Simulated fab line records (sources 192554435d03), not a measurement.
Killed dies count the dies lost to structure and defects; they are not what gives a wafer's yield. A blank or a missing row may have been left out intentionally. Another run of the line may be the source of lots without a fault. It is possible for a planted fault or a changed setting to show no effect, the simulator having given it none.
fab line records :: flow n5-finfet
record
  lots=4
  wafers=12
  last-day=17
route steps=1938 shown GATE_CUT@507 MOL_CONTACT_COAG@517 BEOL_M4@1111
lots that met no fault: from a run of the same line without faults
start-h: the number of hours between the record's first day and the start of the first shown wafer of the lot :: wait-h: hours from the lot's prior step to this one :: " unchanged from the row above :: L1.1+2: several wafers, shown together as one row :: - no value present, or no start provided :: * or withheld: withheld :: < > ~ a bound
route shown NAME@n: NAME is a module with steps in the file, n the number in the route of the first one :: usual: mean and standard deviation over wafers with no fault :: same: alike in all rows :: chamber/n: place in a boat :: sites: readings site by site :: _std_site: the values' standard deviation :: _edge_site: outer sites' mean less inner sites' :: radius-mm: how far each site lies from the wafer's centre :: mask NAME#n: copy n :: behind: the last tool/chamber to shape the wafer :: hold: reason for holding the lot/hours on hold/outcome of the hold :: device: the n, p or np transistor that did not switch :: end of line: tests of these same wafers at the route's end :: a step with no rows: only its recipe :: killed: dies lost to structure and defects at the first sort, not the wafer's yield :: map: a wafer's dies, x killed, . not, _ none there
set.NAME: the setting as run; set.NAME@STEP: as run at that earlier step :: model.NAME: the simulator's own value behind a step, which no gauge read
lots seen at some steps along the route; tables by step, rows by wafer
services: the hour from which a tool's chamber was out of use, counted from the record's first day as start-h (under 0 if before that day), plus the number of hours and why
## steps
# step N5_GATE_CUT_STRIP_21
# recipe
  chemistry=N2/H2
  time-s=30
  power-w=1000
  temp-c=250
  pressure-mtorr=withheld
  n2-flow-sccm=1750
  h2-flow-sccm=3250
# step N5_GATE_CUT_STRIP_29
# recipe
  chemistry=post-etch-residue-remover
  time-s=60
  temp-c=25
  remover-ph=withheld
  remover-water-wt-pct=withheld
  remover-fluoride-wt-pct=withheld
# step N5_GATE_CUT_SRD_52
# recipe
  dry=ipa-marangoni
  time-s=30
  temp-c=23
  rinse-liquid=diw
# step N5_GATE_CUT_ALD_22
# recipe
  material=SiNx
  target-thk-a=160
  temp-c=400
  ald-precursor-family=SiH2I2
  ald-co-reactant=N2/H2-plasma
  pulse-time-s=1
  ald-cycles=320
  purge-time-s=2
  co-reactant-purge-time-s=2
  pressure-torr=2
# step N5_GATE_CUT_CMP_23
# recipe
  stop-on=SiO2
  t-overpolish-s=23.4
  post-cmp-clean=alkaline-brush
  down-force-psi=2.5
  platen-rpm=51.8
  pad-velocity-m-s=1.0307
  target-thk-nm=16
# step N5_GATE_CUT_CMP_43
# recipe
  material=SiO2
  post-cmp-clean=rinse-only
# step N5_GATE_CUT_CMP_61
# recipe
  stop-on=SiNx
  t-overpolish-s=3
  post-cmp-clean=alkaline-brush
  down-force-psi=4
  platen-rpm=27.09
  pad-velocity-m-s=0.539
# step N5_MOL_CONTACT_COAG_COAT_103
# recipe
  resist=SOC
  temp-c=250
  time-s=60
  spin-rpm=1500
  resist-thk-nm=80
# step N5_MOL_CONTACT_COAG_COAT_104
# recipe
  resist=SiARC
  temp-c=220
  time-s=60
  spin-rpm=1500
  resist-thk-nm=12
# step N5_MOL_CONTACT_COAG_COAT_58
# recipe
  resist=underlayer
  temp-c=205
  time-s=60
  spin-rpm=1500
  resist-thk-nm=10
# usual
  plate-temp-C=204.99/0.18
  resist-line-temp-C=23.01/0.088
  spin-speed-rpm=1499.9/0.97
lot.wafer: L927.2
tool: litho-track-03
chamber: 0
start-h: 92.28
wait-h: -
plate-temp-C: 204.67
resist-line-temp-C: 22.98
spin-speed-rpm: 1500.5
model.underlayer_of_MOL_CONTACT_COAG_COAT_58.thk-nm: 10

lot.wafer: L927.3
tool: litho-track-03
chamber: 0
start-h: 92.28
wait-h: -
plate-temp-C: 204.90
resist-line-temp-C: 22.78
spin-speed-rpm: 1500.5
model.underlayer_of_MOL_CONTACT_COAG_COAT_58.thk-nm: 10

lot.wafer: L927.4
tool: litho-track-03
chamber: 0
start-h: 92.28
wait-h: -
plate-temp-C: 205.10
resist-line-temp-C: 22.83
spin-speed-rpm: 1500.9
model.underlayer_of_MOL_CONTACT_COAG_COAT_58.thk-nm: 10

lot.wafer: L935.1
tool: litho-track-03
chamber: 0
start-h: 133.28
wait-h: -
plate-temp-C: 205.25
resist-line-temp-C: 23.14
spin-speed-rpm: 1624.2
model.underlayer_of_MOL_CONTACT_COAG_COAT_58.thk-nm: 9.6

lot.wafer: L935.4
tool: litho-track-03
chamber: 0
start-h: 133.28
wait-h: -
plate-temp-C: 205.17
resist-line-temp-C: 22.98
spin-speed-rpm: 1623.7
model.underlayer_of_MOL_CONTACT_COAG_COAT_58.thk-nm: 9.6

lot.wafer: L935.5
tool: litho-track-03
chamber: 0
start-h: 133.28
wait-h: -
plate-temp-C: 204.98
resist-line-temp-C: 23.07
spin-speed-rpm: 1624.9
model.underlayer_of_MOL_CONTACT_COAG_COAT_58.thk-nm: 9.6

lot.wafer: L936.1
tool: litho-track-03
chamber: 0
start-h: 141.68
wait-h: -
plate-temp-C: 204.82
resist-line-temp-C: 22.92
spin-speed-rpm: 1624.3
model.underlayer_of_MOL_CONTACT_COAG_COAT_58.thk-nm: 9.6

lot.wafer: L936.2
tool: litho-track-03
chamber: 0
start-h: 141.68
wait-h: -
plate-temp-C: 204.82
resist-line-temp-C: 23.20
spin-speed-rpm: 1623.9
model.underlayer_of_MOL_CONTACT_COAG_COAT_58.thk-nm: 9.6

lot.wafer: L936.6
tool: litho-track-03
chamber: 0
start-h: 141.68
wait-h: -
plate-temp-C: 204.72
resist-line-temp-C: 23.07
spin-speed-rpm: 1623.7
model.underlayer_of_MOL_CONTACT_COAG_COAT_58.thk-nm: 9.6

lot.wafer: L946.1
tool: litho-track-01
chamber: 0
start-h: 205.02
wait-h: -
plate-temp-C: 205.03
resist-line-temp-C: 23.01
spin-speed-rpm: 1499.2
model.underlayer_of_MOL_CONTACT_COAG_COAT_58.thk-nm: 10

lot.wafer: L946.2
tool: litho-track-01
chamber: 0
start-h: 205.02
wait-h: -
plate-temp-C: 205.09
resist-line-temp-C: 23.00
spin-speed-rpm: 1500.1
model.underlayer_of_MOL_CONTACT_COAG_COAT_58.thk-nm: 10

lot.wafer: L946.3
tool: litho-track-01
chamber: 0
start-h: 205.02
wait-h: -
plate-temp-C: 205.11
resist-line-temp-C: 22.81
spin-speed-rpm: 1500.2
model.underlayer_of_MOL_CONTACT_COAG_COAT_58.thk-nm: 10
# step N5_MOL_CONTACT_COAG_COAT_02
# recipe
  resist=CAR-EUV
  spin-rpm=1500
  resist-thk-nm=30
# step N5_MOL_CONTACT_COAG_EBR_04
# recipe
  solvent=PGMEA
  ebr-width-mm=1.5
# step N5_MOL_CONTACT_COAG_SOFTBAKE_03
# recipe
  temp-c=110
  time-s=60
  resist=CAR-EUV
# step N5_MOL_CONTACT_COAG_EXPOSE_05
# recipe
  mask-id=CA
  na=0.33
  source-shape=annular
  sigma-inner=0.4
  sigma-outer=0.8
  polarization=unpolarized
  defocus-nm=0
  dose-mj=38.25
# step N5_MOL_CONTACT_COAG_PEB_06
# recipe
  peb-temp-c=100
  peb-time-s=60
  resist=CAR-EUV
# step N5_MOL_CONTACT_COAG_DEVELOP_07
# recipe
  develop-time-s=30
  developer=TMAH
  resist=CAR-EUV
  rinse-liquid=surfactant-rinse
  dry=air-spin
  dev-temp-c=23
# step N5_MOL_CONTACT_COAG_DESCUM_13
# recipe
  chemistry=O2
  time-s=7
  source-power-w=50
  bias-power-w=20
  pressure-mtorr=20
  rf-frequency-hz=2.712e+07
  temp-c=40
  resist=CAR-EUV
  o2-flow-sccm=225
# step N5_MOL_CONTACT_COAG_ETCH_59
# recipe
  chemistry=N2/H2
  target=underlayer
  target-depth-a=130
  mask-material=CAR-EUV
  time-s=10.4
  ion-energy-ev=200
  pressure-mtorr=30
  source-w=840
  bias-w=150
  n2-flow-sccm=200
  h2-flow-sccm=200
  ends=cleared
# usual
  drypump-motor-current-A=5.6/0.56
  etch-rf-on-time-s=10.6/0.34
  oes-product-au=0.67/0.075
  rf-vpp-V=524.7/1.9
  showerhead-plenum-p-Torr=2.57/0.065
  throttle-valve-pct=17.8/0.3
lot.wafer: L927.2
tool: rie-diel-02
chamber: 3
start-h: 92.70
wait-h: 0.0
drypump-motor-current-A: 5.3
etch-rf-on-time-s: 10.6
oes-product-au: 0.58
rf-hours-counter-h: 218
rf-vpp-V: 526.4
showerhead-plenum-p-Torr: 2.61
throttle-valve-pct: 18.1
model.CAR-EUV_of_MOL_CONTACT_COAG_COAT_02.thk-nm: 14.4
model.etch.depth-nm: 9.972

lot.wafer: L927.3
tool: rie-diel-02
chamber: 0
start-h: 92.70
wait-h: 0.0
drypump-motor-current-A: 6.2
etch-rf-on-time-s: 10.5
oes-product-au: 0.62
rf-hours-counter-h: 186
rf-vpp-V: 525.9
showerhead-plenum-p-Torr: 2.63
throttle-valve-pct: 18.2
model.CAR-EUV_of_MOL_CONTACT_COAG_COAT_02.thk-nm: 14.8
model.etch.depth-nm: 9.991

lot.wafer: L927.4
tool: rie-diel-02
chamber: 2
start-h: 92.70
wait-h: 0.0
drypump-motor-current-A: 5.1
etch-rf-on-time-s: 10.0
oes-product-au: 0.65
rf-hours-counter-h: 164
rf-vpp-V: 526.5
showerhead-plenum-p-Torr: 2.67
throttle-valve-pct: 18.3
model.CAR-EUV_of_MOL_CONTACT_COAG_COAT_02.thk-nm: 14.4
model.etch.depth-nm: 9.996

lot.wafer: L935.1
tool: rie-diel-05
chamber: 3
start-h: 133.70
wait-h: 0.0
drypump-motor-current-A: 5.6
etch-rf-on-time-s: 9.9
oes-product-au: 0.62
rf-hours-counter-h: 220
rf-vpp-V: 527.2
showerhead-plenum-p-Torr: 2.61
throttle-valve-pct: 17.8
model.CAR-EUV_of_MOL_CONTACT_COAG_COAT_02.thk-nm: 15
model.etch.depth-nm: 9.602

lot.wafer: L935.4
tool: rie-diel-05
chamber: 0
start-h: 133.70
wait-h: 0.0
drypump-motor-current-A: 6.3
etch-rf-on-time-s: 10.0
oes-product-au: 0.69
rf-hours-counter-h: 101
rf-vpp-V: 521.9
showerhead-plenum-p-Torr: 2.43
throttle-valve-pct: 17.5
model.CAR-EUV_of_MOL_CONTACT_COAG_COAT_02.thk-nm: 14.8
model.etch.depth-nm: 9.629

lot.wafer: L935.5
tool: rie-diel-05
chamber: 0
start-h: 133.70
wait-h: 0.0
drypump-motor-current-A: 6.3
etch-rf-on-time-s: 9.9
oes-product-au: 0.70
rf-hours-counter-h: -
rf-vpp-V: 522.3
showerhead-plenum-p-Torr: 2.43
throttle-valve-pct: 17.5
model.CAR-EUV_of_MOL_CONTACT_COAG_COAT_02.thk-nm: 15
model.etch.depth-nm: 9.602

lot.wafer: L936.1
tool: rie-diel-06
chamber: 1
start-h: 142.10
wait-h: 0.0
drypump-motor-current-A: 6.5
etch-rf-on-time-s: 9.7
oes-product-au: 0.73
rf-hours-counter-h: 62
rf-vpp-V: 525.5
showerhead-plenum-p-Torr: 2.60
throttle-valve-pct: 17.5
model.CAR-EUV_of_MOL_CONTACT_COAG_COAT_02.thk-nm: 15.2
model.etch.depth-nm: 9.625

lot.wafer: L936.2
tool: rie-diel-06
chamber: 0
start-h: 142.10
wait-h: 0.0
drypump-motor-current-A: 5.3
etch-rf-on-time-s: 10.2
oes-product-au: 0.64
rf-hours-counter-h: 164
rf-vpp-V: 526.3
showerhead-plenum-p-Torr: 2.63
throttle-valve-pct: 18.0
model.CAR-EUV_of_MOL_CONTACT_COAG_COAT_02.thk-nm: 15
model.etch.depth-nm: 9.574

lot.wafer: L936.6
tool: rie-diel-06
chamber: 1
start-h: 142.10
wait-h: 0.0
drypump-motor-current-A: 6.5
etch-rf-on-time-s: 9.9
oes-product-au: 0.72
rf-hours-counter-h: -
rf-vpp-V: 525.3
showerhead-plenum-p-Torr: 2.60
throttle-valve-pct: 17.5
model.CAR-EUV_of_MOL_CONTACT_COAG_COAT_02.thk-nm: 15
model.etch.depth-nm: 9.629

lot.wafer: L946.1
tool: rie-diel-02
chamber: 1
start-h: 205.57
wait-h: 0.0
drypump-motor-current-A: 5.8
etch-rf-on-time-s: 10.6
oes-product-au: 0.63
rf-hours-counter-h: 145
rf-vpp-V: 524.1
showerhead-plenum-p-Torr: 2.56
throttle-valve-pct: 18.3
model.CAR-EUV_of_MOL_CONTACT_COAG_COAT_02.thk-nm: 14.4
model.etch.depth-nm: 9.969

lot.wafer: L946.2
tool: rie-diel-02
chamber: 0
start-h: 205.57
wait-h: 0.0
drypump-motor-current-A: 6.2
etch-rf-on-time-s: 10.8
oes-product-au: 0.58
rf-hours-counter-h: 229
rf-vpp-V: 526.5
showerhead-plenum-p-Torr: 2.62
throttle-valve-pct: 18.3
model.CAR-EUV_of_MOL_CONTACT_COAG_COAT_02.thk-nm: 14.8
model.etch.depth-nm: 9.952

lot.wafer: L946.3
tool: rie-diel-02
chamber: 2
start-h: 205.57
wait-h: 0.0
drypump-motor-current-A: 5.1
etch-rf-on-time-s: 10.3
oes-product-au: 0.61
rf-hours-counter-h: 205
rf-vpp-V: 527.1
showerhead-plenum-p-Torr: 2.65
throttle-valve-pct: 18.4
model.CAR-EUV_of_MOL_CONTACT_COAG_COAT_02.thk-nm: 14.4
model.etch.depth-nm: 9.968
# step N5_MOL_CONTACT_COAG_ETCH_105
# recipe
  chemistry=CF4
  target=SiARC
  target-depth-a=156
  mask-material=CAR-EUV
  time-s=26
  ion-energy-ev=80
  pressure-mtorr=40
  source-w=545
  bias-w=36
  Ar_flow_sccm=100
  cf4-flow-sccm=100
  ends=cleared
# usual
  drypump-motor-current-A=5.6/0.55
  etch-rf-on-time-s=26.3/0.8
  oes-product-au=0.68/0.075
  rf-vpp-V=184.4/0.96
  showerhead-plenum-p-Torr=2.16/0.045
  throttle-valve-pct=15.5/0.33
lot.wafer: L927.2
tool: rie-diel-02
chamber: 3
start-h: 92.72
wait-h: 0.0
drypump-motor-current-A: 5.3
etch-rf-on-time-s: 26.1
oes-product-au: 0.59
rf-hours-counter-h: 218
rf-vpp-V: 184.1
showerhead-plenum-p-Torr: 2.21
throttle-valve-pct: 16.0
model.CAR-EUV_of_MOL_CONTACT_COAG_COAT_02.thk-nm: 5.2

lot.wafer: L927.3
tool: rie-diel-02
chamber: 0
start-h: 92.72
wait-h: 0.0
drypump-motor-current-A: 6.2
etch-rf-on-time-s: 26.5
oes-product-au: 0.61
rf-hours-counter-h: 186
rf-vpp-V: 184.8
showerhead-plenum-p-Torr: 2.20
throttle-valve-pct: 15.9
model.CAR-EUV_of_MOL_CONTACT_COAG_COAT_02.thk-nm: 5.6

lot.wafer: L927.4
tool: rie-diel-02
chamber: 2
start-h: 92.72
wait-h: 0.0
drypump-motor-current-A: 5.1
etch-rf-on-time-s: 25.2
oes-product-au: 0.64
rf-hours-counter-h: 164
rf-vpp-V: 184.6
showerhead-plenum-p-Torr: 2.21
throttle-valve-pct: 15.7
model.CAR-EUV_of_MOL_CONTACT_COAG_COAT_02.thk-nm: 5.2

lot.wafer: L935.1
tool: rie-diel-05
chamber: 3
start-h: 133.72
wait-h: 0.0
drypump-motor-current-A: 5.6
etch-rf-on-time-s: 26.0
oes-product-au: 0.61
rf-hours-counter-h: 220
rf-vpp-V: 184.8
showerhead-plenum-p-Torr: 2.20
throttle-valve-pct: 15.7
model.CAR-EUV_of_MOL_CONTACT_COAG_COAT_02.thk-nm: 6

lot.wafer: L935.4
tool: rie-diel-05
chamber: 0
start-h: 133.72
wait-h: 0.0
drypump-motor-current-A: 6.3
etch-rf-on-time-s: 25.8
oes-product-au: 0.69
rf-hours-counter-h: 101
rf-vpp-V: 182.7
showerhead-plenum-p-Torr: 2.08
throttle-valve-pct: 15.5
model.CAR-EUV_of_MOL_CONTACT_COAG_COAT_02.thk-nm: 5.8

lot.wafer: L935.5
tool: rie-diel-05
chamber: 0
start-h: 133.72
wait-h: 0.0
drypump-motor-current-A: 6.3
etch-rf-on-time-s: 25.7
oes-product-au: 0.69
rf-hours-counter-h: -
rf-vpp-V: 184.0
showerhead-plenum-p-Torr: 2.08
throttle-valve-pct: 15.5
model.CAR-EUV_of_MOL_CONTACT_COAG_COAT_02.thk-nm: 5.8

lot.wafer: L936.1
tool: rie-diel-06
chamber: 1
start-h: 142.12
wait-h: 0.0
drypump-motor-current-A: 6.5
etch-rf-on-time-s: 25.8
oes-product-au: 0.72
rf-hours-counter-h: 62
rf-vpp-V: 183.4
showerhead-plenum-p-Torr: 2.15
throttle-valve-pct: 15.0
model.CAR-EUV_of_MOL_CONTACT_COAG_COAT_02.thk-nm: 6

lot.wafer: L936.2
tool: rie-diel-06
chamber: 0
start-h: 142.12
wait-h: 0.0
drypump-motor-current-A: 5.3
etch-rf-on-time-s: 26.4
oes-product-au: 0.64
rf-hours-counter-h: 164
rf-vpp-V: 185.4
showerhead-plenum-p-Torr: 2.22
throttle-valve-pct: 15.8
model.CAR-EUV_of_MOL_CONTACT_COAG_COAT_02.thk-nm: 5.8

lot.wafer: L936.6
tool: rie-diel-06
chamber: 1
start-h: 142.12
wait-h: 0.0
drypump-motor-current-A: 6.5
etch-rf-on-time-s: 25.6
oes-product-au: 0.73
rf-hours-counter-h: -
rf-vpp-V: 184.1
showerhead-plenum-p-Torr: 2.15
throttle-valve-pct: 15.0
model.CAR-EUV_of_MOL_CONTACT_COAG_COAT_02.thk-nm: 5.8

lot.wafer: L946.1
tool: rie-diel-02
chamber: 1
start-h: 205.59
wait-h: 0.0
drypump-motor-current-A: 5.8
etch-rf-on-time-s: 26.3
oes-product-au: 0.64
rf-hours-counter-h: 145
rf-vpp-V: 183.7
showerhead-plenum-p-Torr: 2.14
throttle-valve-pct: 15.8
model.CAR-EUV_of_MOL_CONTACT_COAG_COAT_02.thk-nm: 5.2

lot.wafer: L946.2
tool: rie-diel-02
chamber: 0
start-h: 205.59
wait-h: 0.0
drypump-motor-current-A: 6.1
etch-rf-on-time-s: 27.0
oes-product-au: 0.58
rf-hours-counter-h: 229
rf-vpp-V: 183.8
showerhead-plenum-p-Torr: 2.19
throttle-valve-pct: 16.0
model.CAR-EUV_of_MOL_CONTACT_COAG_COAT_02.thk-nm: 5.6

lot.wafer: L946.3
tool: rie-diel-02
chamber: 2
start-h: 205.59
wait-h: 0.0
drypump-motor-current-A: 5.1
etch-rf-on-time-s: 25.6
oes-product-au: 0.61
rf-hours-counter-h: 205
rf-vpp-V: 184.5
showerhead-plenum-p-Torr: 2.20
throttle-valve-pct: 15.8
model.CAR-EUV_of_MOL_CONTACT_COAG_COAT_02.thk-nm: 5.2
# step N5_MOL_CONTACT_COAG_ETCH_106
# recipe
  chemistry=N2/H2
  target=SOC
  target-depth-a=800
  overetch-a=160
  mask-material=SiARC
  temp-c=40
  time-s=120
  ion-energy-ev=200
  pressure-mtorr=30
  source-w=840
  bias-w=150
  n2-flow-sccm=200
  h2-flow-sccm=200
# step N5_BEOL_M4_RC_MEAS_101
# usual
  DIBL_N=36.5/2.2
  DIBL_P=36.9/2.9
  IOFF_N=0.17/0.044
  IOFF_P=0.22/0.052
  ION_N=671/16
  ION_P=461/10
  SS_N=71.6/0.73
  SS_P=73.5/0.79
  VT_N=250/4.1
  VT_P=-250/4.1
lot.wafer: L927.2
tool: prober-01
chamber: 0
start-h: 178.79
wait-h: 0.2
DIBL_N[mV/V]: 33.2
DIBL_P[mV/V]: 33.3
IOFF_N[nA/um]: 0.11
IOFF_P[nA/um]: 0.14
ION_N[uA/um]: 671
ION_P[uA/um]: 456
SS_N[mV/dec]: 70.3
SS_P[mV/dec]: 72.2
VT_N[mV]: 254
VT_P[mV]: -258

lot.wafer: L927.3
tool: prober-01
chamber: 0
start-h: 178.79
wait-h: 0.2
DIBL_N[mV/V]: 31.7
DIBL_P[mV/V]: 33.4
IOFF_N[nA/um]: 0.09
IOFF_P[nA/um]: 0.14
ION_N[uA/um]: 645
ION_P[uA/um]: 451
SS_N[mV/dec]: 69.8
SS_P[mV/dec]: 72.1
VT_N[mV]: 259
VT_P[mV]: -257

lot.wafer: L927.4
tool: prober-01
chamber: 0
start-h: 178.79
wait-h: 0.2
DIBL_N[mV/V]: 34.6
DIBL_P[mV/V]: 33.1
IOFF_N[nA/um]: 0.12
IOFF_P[nA/um]: 0.13
ION_N[uA/um]: 650
ION_P[uA/um]: 444
SS_N[mV/dec]: 71.3
SS_P[mV/dec]: 72.3
VT_N[mV]: 257
VT_P[mV]: -260

lot.wafer: L936.1
tool: prober-01
chamber: 0
start-h: 233.96
wait-h: 0.0
DIBL_N[mV/V]: 38.4
DIBL_P[mV/V]: 38.7
IOFF_N[nA/um]: 0.22
IOFF_P[nA/um]: 0.30
ION_N[uA/um]: 677
ION_P[uA/um]: 473
SS_N[mV/dec]: 72.2
SS_P[mV/dec]: 74.4
VT_N[mV]: 243
VT_P[mV]: -245

lot.wafer: L936.2
tool: prober-01
chamber: 0
start-h: 233.96
wait-h: 0.0
DIBL_N[mV/V]: 39.4
DIBL_P[mV/V]: 39.3
IOFF_N[nA/um]: 0.21
IOFF_P[nA/um]: 0.30
ION_N[uA/um]: 680
ION_P[uA/um]: 469
SS_N[mV/dec]: 72.2
SS_P[mV/dec]: 74.0
VT_N[mV]: 245
VT_P[mV]: -244

lot.wafer: L936.6
tool: prober-01
chamber: 0
start-h: 233.96
wait-h: 0.0
DIBL_N[mV/V]: 34.0
DIBL_P[mV/V]: 32.1
IOFF_N[nA/um]: 0.13
IOFF_P[nA/um]: 0.17
ION_N[uA/um]: 680
ION_P[uA/um]: 465
SS_N[mV/dec]: 70.7
SS_P[mV/dec]: 72.2
VT_N[mV]: 250
VT_P[mV]: -254

lot.wafer: L935.1
tool: prober-01
chamber: 0
start-h: 242.65
wait-h: 0.0
DIBL_N[mV/V]: 32.0
DIBL_P[mV/V]: 31.8
IOFF_N[nA/um]: 0.10
IOFF_P[nA/um]: 0.14
ION_N[uA/um]: 651
ION_P[uA/um]: 451
SS_N[mV/dec]: 70.6
SS_P[mV/dec]: 72.5
VT_N[mV]: 255
VT_P[mV]: -256

lot.wafer: L935.4
tool: prober-01
chamber: 0
start-h: 242.65
wait-h: 0.0
DIBL_N[mV/V]: 35.1
DIBL_P[mV/V]: 36.3
IOFF_N[nA/um]: 0.14
IOFF_P[nA/um]: 0.19
ION_N[uA/um]: 669
ION_P[uA/um]: 458
SS_N[mV/dec]: 71.9
SS_P[mV/dec]: 73.4
VT_N[mV]: 251
VT_P[mV]: -255

lot.wafer: L935.5
tool: prober-01
chamber: 0
start-h: 242.65
wait-h: 0.0
DIBL_N[mV/V]: 35.2
DIBL_P[mV/V]: 36.5
IOFF_N[nA/um]: 0.14
IOFF_P[nA/um]: 0.21
ION_N[uA/um]: 673
ION_P[uA/um]: 462
SS_N[mV/dec]: 71.9
SS_P[mV/dec]: 72.9
VT_N[mV]: 251
VT_P[mV]: -249

lot.wafer: L946.1
tool: prober-02
chamber: 0
start-h: 296.85
wait-h: 0.0
DIBL_N[mV/V]: 38.8
DIBL_P[mV/V]: 40.5
IOFF_N[nA/um]: 0.21
IOFF_P[nA/um]: 0.25
ION_N[uA/um]: 686
ION_P[uA/um]: 460
SS_N[mV/dec]: 72.5
SS_P[mV/dec]: 73.7
VT_N[mV]: 245
VT_P[mV]: -250

lot.wafer: L946.2
tool: prober-02
chamber: 0
start-h: 296.85
wait-h: 0.0
DIBL_N[mV/V]: 36.8
DIBL_P[mV/V]: 38.2
IOFF_N[nA/um]: 0.19
IOFF_P[nA/um]: 0.23
ION_N[uA/um]: 680
ION_P[uA/um]: 465
SS_N[mV/dec]: 71.8
SS_P[mV/dec]: 73.5
VT_N[mV]: 244
VT_P[mV]: -248

lot.wafer: L946.3
tool: prober-02
chamber: 0
start-h: 296.85
wait-h: 0.0
DIBL_N[mV/V]: 37.6
DIBL_P[mV/V]: 38.7
IOFF_N[nA/um]: 0.19
IOFF_P[nA/um]: 0.23
ION_N[uA/um]: 680
ION_P[uA/um]: 464
SS_N[mV/dec]: 71.8
SS_P[mV/dec]: 73.1
VT_N[mV]: 246
VT_P[mV]: -248
## services
tool: rie-diel-06
chamber: 3
start-h: 89.22
hours: 5.0
kind: repair

tool: rie-diel-05
chamber: 1
start-h: 121.32
hours: 1.8
kind: repair

tool: rie-diel-06
chamber: 2
start-h: 144.60
hours: -
kind: clean

tool: rie-diel-06
chamber: 2
start-h: 144.60
hours: -
kind: consumable-replace:focus-ring

tool: rie-diel-06
chamber: 2
start-h: 144.60
hours: 14.3
kind: scheduled-down

tool: rie-diel-06
chamber: 2
start-h: 144.60
hours: 14.3
kind: vent-cycle

tool: rie-diel-06
chamber: 1
start-h: 173.12
hours: 2.4
kind: repair

tool: rie-diel-06
chamber: 0
start-h: 174.16
hours: 8.3
kind: repair

tool: rie-diel-02
chamber: 3
start-h: 177.94
hours: -
kind: clean

tool: rie-diel-02
chamber: 3
start-h: 177.94
hours: -
kind: consumable-replace:focus-ring

tool: rie-diel-02
chamber: 3
start-h: 177.94
hours: 17.6
kind: scheduled-down

tool: rie-diel-02
chamber: 3
start-h: 177.94
hours: 17.6
kind: vent-cycle
## key
first-sign
  step=N5_MOL_CONTACT_COAG_COAT_58
  reading=spin-speed-rpm
  direction=up
  sigmas=99+
  usual=*
  struck=*
effect none on later readings
model-effect
  step=N5_MOL_CONTACT_COAG_COAT_58
  value=underlayer_of_MOL_CONTACT_COAG_COAT_58.thk-nm
  without=10
  struck=9.6
model-effect
  step=N5_MOL_CONTACT_COAG_ETCH_59
  value=CAR-EUV_of_MOL_CONTACT_COAG_COAT_02.thk-nm
  without=14.53
  struck=15
model-effect
  step=N5_MOL_CONTACT_COAG_ETCH_105
  value=CAR-EUV_of_MOL_CONTACT_COAG_COAT_02.thk-nm
  without=5.4
  struck=5.867
met-at N5_MOL_CONTACT_COAG_COAT_58
struck-wafers L935.1,L935.4,L935.5,L936.1,L936.2,L936.6
onset-between 92.28 133.28
fault
  kind=process-parameter-drift
  tool=litho-track-03
  chamber=-
  onset-h=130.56
  steps=N5_MOL_CONTACT_COAG_COAT_58
  channel=spin-rpm
  offset=*
  shape=step
  end-h=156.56
  acts-in=*
  stated=*
